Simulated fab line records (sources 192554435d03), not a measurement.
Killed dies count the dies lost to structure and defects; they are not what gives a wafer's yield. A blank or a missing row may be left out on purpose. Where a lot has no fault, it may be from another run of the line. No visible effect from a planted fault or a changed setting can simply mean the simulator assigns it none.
The same fault as seen by 3 desks + flow n5-finfet + each desk has only its own numbers; what lay behind them comes last

THE DEFECT DESK
What the inspections along the route counted, lot by lot: means of the sampled wafers that have a number. If a lot's mean is further than 4 standard deviations from the usual mean, the lot is out of limits and carries the mark OUT (the distance appears in the brackets).
Columns: A = raw-defect-count at N5_HKMG_FIN_INSPECT_28, usual 40
| lot  | first seen here | A  |
|------|-----------------|----|
| L601 | day 4 10:25     | 35 |
| L605 | day 5 12:26     | 27 |
| L608 | day 6 08:38     | 47 |
| L614 | day 7 12:59     | 61 |
| L615 | day 7 22:20     | 28 |
| L624 | day 10 09:58    | 43 |
Result from this desk: across the 6 lots, nothing is out of limits.

AT THE TOOL OWNER'S DESK: rie-metal-02
The tool's own readings at N5_GATE_CUT_ETCH_56 (etches TiN in Cl2/Ar, target depth 21.6 nm): means of the sampled wafers that have a number, for each lot that ran on this tool. If a lot's mean is further than 4 standard deviations from the usual mean, the lot is out of limits and carries the mark OUT (the distance appears in the brackets).
Columns: A = drypump-motor-current-A at N5_GATE_CUT_ETCH_56, usual 5.7 A; B = mfc-cl2-sccm at N5_GATE_CUT_ETCH_56, usual 39.94 sccm; C = oes-product-au at N5_GATE_CUT_ETCH_56, usual 0.78 a.u.; D = rf-fwd-power-W at N5_GATE_CUT_ETCH_56, usual 596.1 W; E = throttle-valve-pct at N5_GATE_CUT_ETCH_56, usual 20.80 %
| lot  | first seen here | A   | B     | C    | D               | E     |
|------|-----------------|-----|-------|------|-----------------|-------|
| L605 | day 5 12:43     | 6.1 | 39.92 | 0.75 | 597.3           | 20.92 |
| L608 | day 6 08:47     | 5.9 | 39.96 | 0.83 | 596.6           | 20.87 |
| L614 | day 7 13:08     | 5.8 | 39.93 | 0.77 | 451.3 (-76) OUT | 20.99 |
| L615 | day 7 22:29     | 5.9 | 40.01 | 0.70 | 453.2 (-75) OUT | 21.01 |
This desk's verdict: out of limits on L614, L615, starting with L614 at day 7 13:08 (rf-fwd-power-W at N5_GATE_CUT_ETCH_56). In limits: L605, L608.

FROM THE METROLOGY DESK
What the gauges read for every lot (on any tool): the sampled wafers with a number, averaged. If a lot's mean is further than 4 standard deviations from the usual mean, the lot is out of limits and carries the mark OUT (the distance appears in the brackets). Only the readings that lie furthest out on some lot appear, 7 of the 10 it has.
Columns: A = IOFF_N at N5_BEOL_M4_RC_MEAS_101, usual 0.155 nA/um; B = IOFF_P at N5_BEOL_M4_RC_MEAS_101, usual 0.20 nA/um; C = ION_N at N5_BEOL_M4_RC_MEAS_101, usual 672 uA/um; D = ION_P at N5_BEOL_M4_RC_MEAS_101, usual 461 uA/um; E = SS_P at N5_BEOL_M4_RC_MEAS_101, usual 73.2 mV/dec; F = VT_N at N5_BEOL_M4_RC_MEAS_101, usual 250.4 mV; G = VT_P at N5_BEOL_M4_RC_MEAS_101, usual -251.0 mV
| lot  | first seen here | A     | B    | C   | D   | E    | F     | G      |
|------|-----------------|-------|------|-----|-----|------|-------|--------|
| L601 | day 8 11:53     | 0.125 | 0.16 | 663 | 449 | 72.6 | 253.0 | -257.1 |
| L605 | day 9 17:58     | 0.152 | 0.22 | 664 | 461 | 73.0 | 252.1 | -249.4 |
| L608 | day 10 07:34    | 0.157 | 0.21 | 666 | 455 | 73.5 | 250.4 | -253.0 |
| L614 | day 11 06:40    | 0.175 | 0.20 | 681 | 462 | 73.7 | 248.4 | -252.8 |
| L615 | day 11 16:34    | 0.151 | 0.21 | 673 | 465 | 73.8 | 249.2 | -247.0 |
| L624 | day 13 23:21    | 0.171 | 0.22 | 670 | 457 | 73.8 | 248.5 | -250.8 |
Result from this desk: across the 6 lots, nothing is out of limits.

PUT TOGETHER
The tool owner's desk could have raised an alarm at day 7 13:08, on L614, L615.
No out-of-limits result turned up at the defect desk.
From the metrology desk's view, nothing was out of limits.
The defect desk has L614, L615 on record, within its limits.
The metrology desk has L614, L615 on record, within its limits.
All the named lots went through N5_GATE_CUT_ETCH_56 on rie-metal-02.

WHAT THE SIMULATOR HAD PUT IN
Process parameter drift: rie-metal-02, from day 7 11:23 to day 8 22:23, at N5_GATE_CUT_ETCH_56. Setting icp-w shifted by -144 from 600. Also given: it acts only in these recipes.
Struck lots among those shown: L614, L615.
Each desk's first reading out of limits, in hours after the fault started: the tool owner's desk, 2.
